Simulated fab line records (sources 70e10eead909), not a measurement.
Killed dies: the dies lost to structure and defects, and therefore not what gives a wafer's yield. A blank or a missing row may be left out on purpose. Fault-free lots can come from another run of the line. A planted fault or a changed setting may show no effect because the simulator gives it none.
A struck lot beside a sound one	flow nand_harc	15 out of 1159 route steps
Sound: wafers L339.1, L339.4, L339.6. Struck: wafers L355.2, L355.4 (left out: L355.3, a lot-mate that was not struck); the cause follows at the end.
For every step that has rows: the tool of each side, followed by ch and its chambers, followed by its first start. Under that, the readings that differ: sound wafers	struck wafers	difference of the means	sigmas: that difference in standard deviations of wafers without a fault.
alike: words and numbers the same on both sides, and readings whose means are apart by under 2 such deviations; not compared: readings that were withheld, readings missing a value for some wafer, numbers with overlapping values and no deviation given by the record, and bounds like >300 which may hide the same value.
Wherever a step has rows on one side only, a row that says differs or no value, or a row with sigmas, the two part there. Non-overlapping numbers with no deviation appear without sigmas and do not part them. A reading missing from all wafers of one side parts the sides only when that side holds two or more wafers.

NHARC_P_M2_INSPECT_11:
  sound: defect_inspect-02 at day 6 15:46; struck: defect_inspect-02 at day 10 05:31
  alike: raw_defect_count
then, 1 step without rows for these wafers: NHARC_P_M2_DESCUM_14 (chemistry O2, time 3 s).
NHARC_P_M2_ETCH_35: etches the open film in N2/H2, target depth 40 nm, overetch 12 nm, time 43.94 s.
  sound on rie_diel-04 ch 1,2, day 6 15:54; struck on rie_diel-09 ch 0,1, day 10 05:40
reading	sound	struck	difference	sigmas
drypump_motor_current_A (A)	5.2 5.3 5.2	5.8 6.0	+0.7	+2
  alike: oes_product_au, rf_vpp_V, showerhead_plenum_p_Torr, throttle_valve_pct
  not compared: rf_hours_counter_h
NHARC_P_M2_ETCH_15: etches the open film in C4F8/Ar, target depth 182.5 nm, time 91.2 s.
  sound on rie_diel-04 ch 0,3; struck on rie_diel-09 ch 1,2
reading	sound	struck	difference	sigmas
oes_product_au (a.u.)	0.987 0.981 0.981	0.914 0.919	-0.066	-3
  alike: rf_vpp_V
  not compared: rf_hours_counter_h
NHARC_P_M2_CD_MEAS_16:
  sound: cd_sem-03 at day 6 16:10; struck: cd_sem-03 at day 10 05:53
  alike: cd_nm
then, 1 step without rows for these wafers: NHARC_P_M2_STRIP_18 (strips in N2/H2).
NHARC_P_M2_ETCH_28: etches the open film in CF4/N2, target depth 30 nm, time 72.99 s.
  sound on rie_diel-09 ch 2,3; struck on rie_diel-04 ch 0,3
  alike: drypump_motor_current_A, oes_product_au, rf_vpp_V, showerhead_plenum_p_Torr, throttle_valve_pct
  not compared: rf_hours_counter_h
then, 3 steps without rows for these wafers: NHARC_P_M2_STRIP_19 (strips in post etch residue remover, time 600 s); NHARC_P_M2_DEGAS_29 (time 60 s); NHARC_P_M2_PRE_CLEAN_30 (time 30 s).
NHARC_P_M2_PVD_20: deposits TaN, target thk 5 nm, time 8.06 s.
  sound on pvd_sputter-03; struck on pvd_sputter-01
  alike: cathode_dc_power_W, throttle_valve_pct
then, 1 step without rows for these wafers: NHARC_P_M2_PVD_21 (deposits Cu, target thk 30 nm, time 20.49 s).
NHARC_P_M2_ECD_22: material Cu, target thk 400 nm.
  sound on ecd_cu-01 ch 0,1, day 6 17:20; struck on ecd_cu-02 ch 0, day 10 07:00
reading	sound	struck	difference	sigmas
bath_temp_c (C)	25.15 25.01 24.94	26.14 25.89	+0.98	+10
NHARC_P_M2_ANNEAL_31: time 90 s.
  sound on rtp_anneal-01 ch 0, day 6 17:40; struck on rtp_anneal-01 ch 0, day 10 07:23
  alike: wafer_temp_C_max
then, 1 step without rows for these wafers: NHARC_END_SORT_01.

WHERE THEY PART
First at NHARC_P_M2_ETCH_35; last, within this record, at NHARC_P_M2_ECD_22. Later steps at which nothing parts them and some readings are alike: NHARC_P_M2_ANNEAL_31.

WHY: what the simulator had put in
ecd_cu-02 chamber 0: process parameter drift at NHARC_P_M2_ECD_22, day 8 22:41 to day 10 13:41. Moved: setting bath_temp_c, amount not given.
